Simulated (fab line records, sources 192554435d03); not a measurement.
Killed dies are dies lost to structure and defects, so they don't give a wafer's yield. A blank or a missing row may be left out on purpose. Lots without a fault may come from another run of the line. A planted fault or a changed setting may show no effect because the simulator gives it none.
Which tool did it? | flow n5_finfet | 24 lots, 72 wafers sampled, at 3 steps of a route of 1938

WHAT THE GAUGES READ, wafer by wafer
N5_BEOL_M3_CD_MEAS_11: target cd 17.05 nm.
lot  | measured     | on        | cd_nm (nm)
L074 | day 6 21:06  | cd_sem-03 | 17.31 17.25 17.17
L075 | day 7 06:48  | cd_sem-03 | 16.87 16.60 17.03
L076 | day 7 13:39  | cd_sem-03 | 17.16 16.98 17.27
L077 | day 7 13:51  | cd_sem-01 | 16.75 16.96 16.73
L078 | day 7 14:20  | cd_sem-01 | 16.80 17.32 16.83
L079 | day 8 02:28  | cd_sem-03 | 17.50 16.92 16.89
L080 | day 8 13:08  | cd_sem-01 | 17.30 16.54 17.12
L081 | day 8 17:39  | cd_sem-01 | 16.90 17.28 17.09
L083 | day 8 21:31  | cd_sem-02 | 17.05 16.99 17.08
L082 | day 9 00:30  | cd_sem-02 | 16.97 17.19 17.01
L084 | day 9 10:08  | cd_sem-01 | 16.80 17.22 17.13
L085 | day 10 01:51 | cd_sem-01 | 17.33 16.54 17.06
L086 | day 10 02:05 | cd_sem-02 | 16.93 16.81 16.86
L087 | day 10 02:14 | cd_sem-01 | 17.28 16.70 16.90
L088 | day 10 15:47 | cd_sem-01 | 16.86 17.64 16.91
L089 | day 10 16:14 | cd_sem-01 | 16.89 16.88 16.96
L090 | day 10 21:44 | cd_sem-01 | 16.85 16.97 16.66
L092 | day 11 06:04 | cd_sem-02 | 16.80 16.91 17.32
L091 | day 11 07:56 | cd_sem-02 | 16.64 17.05 16.86
L093 | day 11 21:13 | cd_sem-01 | 17.14 16.96 17.30
L095 | day 12 03:54 | cd_sem-01 | 17.19 16.81 17.03
L094 | day 12 07:14 | cd_sem-02 | 17.37 16.93 17.42
L096 | day 12 11:17 | cd_sem-01 | 17.50 16.84 17.13
L097 | day 12 13:31 | cd_sem-01 | 16.94 17.01 17.13

N5_BEOL_M3_CD_MEAS_35: target cd 18 nm, target cd y 21 nm.
lot  | measured     | on        | cd_nm (nm)
L074 | day 6 23:13  | cd_sem-02 | 18.3 18.0 18.0
L075 | day 7 08:50  | cd_sem-03 | 17.6 17.5 17.9
L076 | day 8 01:19  | cd_sem-01 | 18.1 18.0 17.7
L077 | day 8 01:33  | cd_sem-01 | 18.0 18.2 17.9
L078 | day 8 00:44  | cd_sem-01 | 17.5 17.6 18.3
L079 | day 8 04:40  | cd_sem-01 | 18.0 17.6 17.4
L080 | day 8 14:58  | cd_sem-02 | 18.0 17.5 17.4
L081 | day 9 02:15  | cd_sem-02 | 17.8 18.4 17.9
L083 | day 9 05:52  | cd_sem-02 | 18.2 17.2 17.7
L082 | day 9 05:58  | cd_sem-01 | 18.1 18.0 17.8
L084 | day 9 12:11  | cd_sem-02 | 17.8 18.2 17.6
L085 | day 10 07:32 | cd_sem-01 | 17.3 17.8 17.4
L086 | day 10 07:55 | cd_sem-02 | 18.3 17.1 17.6
L087 | day 10 10:52 | cd_sem-02 | 18.5 17.8 18.3
L088 | day 10 17:58 | cd_sem-02 | 17.7 18.5 18.2
L089 | day 10 20:24 | cd_sem-02 | 17.8 17.6 17.8
L090 | day 10 23:36 | cd_sem-01 | 17.7 16.9 18.1
L092 | day 11 12:26 | cd_sem-01 | 16.9 17.8 17.7
L091 | day 11 16:09 | cd_sem-01 | 18.1 18.0 18.0
L093 | day 11 23:02 | cd_sem-02 | 18.3 18.7 17.9
L095 | day 12 08:23 | cd_sem-02 | 17.5 17.5 17.7
L094 | day 12 17:08 | cd_sem-01 | 18.1 17.6 17.8
L096 | day 12 17:52 | cd_sem-02 | 18.3 18.1 18.1
L097 | day 12 18:02 | cd_sem-02 | 17.9 17.9 17.9

WHICH TOOL RAN EACH LOT (tool, then ch and the chambers of the sampled wafers, then the start)
lot  | N5_BEOL_M3_STRIP_66
L074 | rie_diel-04 ch 0,1,2, day 6 21:26
L075 | rie_diel-04 ch 0,1,3, day 7 07:08
L076 | rie_diel-03 ch 0,1,3, day 7 13:59
L077 | rie_diel-04 ch 0,1,2, day 7 14:10
L078 | rie_diel-03 ch 0,1,3, day 7 14:40
L079 | rie_diel-05 ch 0,1,3, day 8 02:48
L080 | rie_diel-05 ch 1,2, day 8 13:28
L081 | rie_diel-05 ch 0,3, day 8 17:59
L083 | rie_diel-05 ch 1,2,3, day 8 21:50
L082 | rie_diel-04 ch 0,2,3, day 9 00:50
L084 | rie_diel-03 ch 0,1,3, day 9 10:28
L085 | rie_diel-03 ch 1,3, day 10 02:11
L086 | rie_diel-03 ch 0,3, day 10 02:25
L087 | rie_diel-03 ch 1,2, day 10 02:49
L088 | rie_diel-04 ch 0,1,2, day 10 16:07
L089 | rie_diel-03 ch 0,1,2, day 10 16:34
L090 | rie_diel-04 ch 0,2,3, day 10 22:04
L092 | rie_diel-04 ch 1,2,3, day 11 06:40
L091 | rie_diel-05 ch 0,1,3, day 11 08:16
L093 | rie_diel-03 ch 0,1,3, day 11 21:32
L095 | rie_diel-04 ch 1,2,3, day 12 04:18
L094 | rie_diel-03 ch 2,3, day 12 07:43
L096 | rie_diel-05 ch 1,2,3, day 12 11:43
L097 | rie_diel-03 ch 0,3, day 12 13:50
- N5_BEOL_M3_STRIP_66: strips in CF4.

WHAT THE TOOLS THEMSELVES READ (means of the sampled wafers that have a number; where no wafer has one, the mark that the record gives instead)
N5_BEOL_M3_STRIP_66.
lot  | tool        | drypump_motor_current_A (A) | oes_product_au (a.u.) | rf_vpp_V (V) | showerhead_plenum_p_Torr (Torr) | throttle_valve_pct (%)
L074 | rie_diel-04 | 5.72                        | 0.75                  | 269.0        | 1.72                            | 13.56
L075 | rie_diel-04 | 5.91                        | 0.77                  | 270.2        | 1.75                            | 13.59
L076 | rie_diel-03 | 5.87                        | 0.72                  | 269.4        | 1.74                            | 13.76
L077 | rie_diel-04 | 5.71                        | 0.75                  | 269.9        | 1.72                            | 13.57
L078 | rie_diel-03 | 5.88                        | 0.71                  | 270.1        | 1.74                            | 13.76
L079 | rie_diel-05 | 5.84                        | 0.70                  | 270.1        | 1.76                            | 13.82
L080 | rie_diel-05 | 5.77                        | 0.80                  | 272.1        | 1.85                            | 13.62
L081 | rie_diel-05 | 5.88                        | 0.70                  | 270.5        | 1.75                            | 13.92
L083 | rie_diel-05 | 5.82                        | 0.76                  | 271.2        | 1.79                            | 13.69
L082 | rie_diel-04 | 5.78                        | 0.79                  | 271.5        | 1.81                            | 13.60
L084 | rie_diel-03 | 5.89                        | 0.80                  | 272.0        | 1.80                            | 13.60
L085 | rie_diel-03 | 5.65                        | 0.80                  | 271.1        | 1.78                            | 13.58
L086 | rie_diel-03 | 6.11                        | 0.79                  | 271.6        | 1.82                            | 13.63
L087 | rie_diel-03 | 5.62                        | 0.73                  | 270.5        | 1.77                            | 13.79
L088 | rie_diel-04 | 5.72                        | 0.81                  | 271.3        | 1.79                            | 13.42
L089 | rie_diel-03 | 5.85                        | 0.73                  | 271.5        | 1.79                            | 13.80
L090 | rie_diel-04 | 5.78                        | 0.78                  | 270.9        | 1.80                            | 13.63
L092 | rie_diel-04 | 5.95                        | 0.81                  | 271.2        | 1.81                            | 13.49
L091 | rie_diel-05 | 5.83                        | 0.78                  | 270.8        | 1.75                            | 13.68
L093 | rie_diel-03 | 5.87                        | 0.78                  | 270.6        | 1.80                            | 13.65
L095 | rie_diel-04 | 5.93                        | 0.79                  | 272.1        | 1.80                            | 13.50
L094 | rie_diel-03 | 5.71                        | 0.79                  | 273.7        | 1.86                            | 13.59
L096 | rie_diel-05 | 5.82                        | 0.81                  | 270.3        | 1.79                            | 13.55
L097 | rie_diel-03 | 6.12                        | 0.76                  | 272.4        | 1.81                            | 13.66

THE ANSWER, worked out from the rows above alone
Rule: what is usual is taken from the lots themselves. Put in order of their means at a reading, lots are off if they are a third of the lots or fewer, leave a main group of 4 or more, and stand apart from it by a gap of 3 or more times the standard deviation of the main group's means; of several such gaps the widest counts. A main group whose means are all the same, to the digits that the tables above print for the reading, isn't used. A lot without any number at a reading at which 4 lots or more have one is off too. The other lots that the step has rows for count as sound. The gauges are gone through in route order, then the tools' own readings, and for those a lot's mean is taken as printed above. The first step at which some lot is off is used, and at that step the reading that is off furthest; a lot without a number counts as furthest.
No lot is off at any reading shown: from this, nothing can be told.

WHAT THE SIMULATOR HAD PUT IN
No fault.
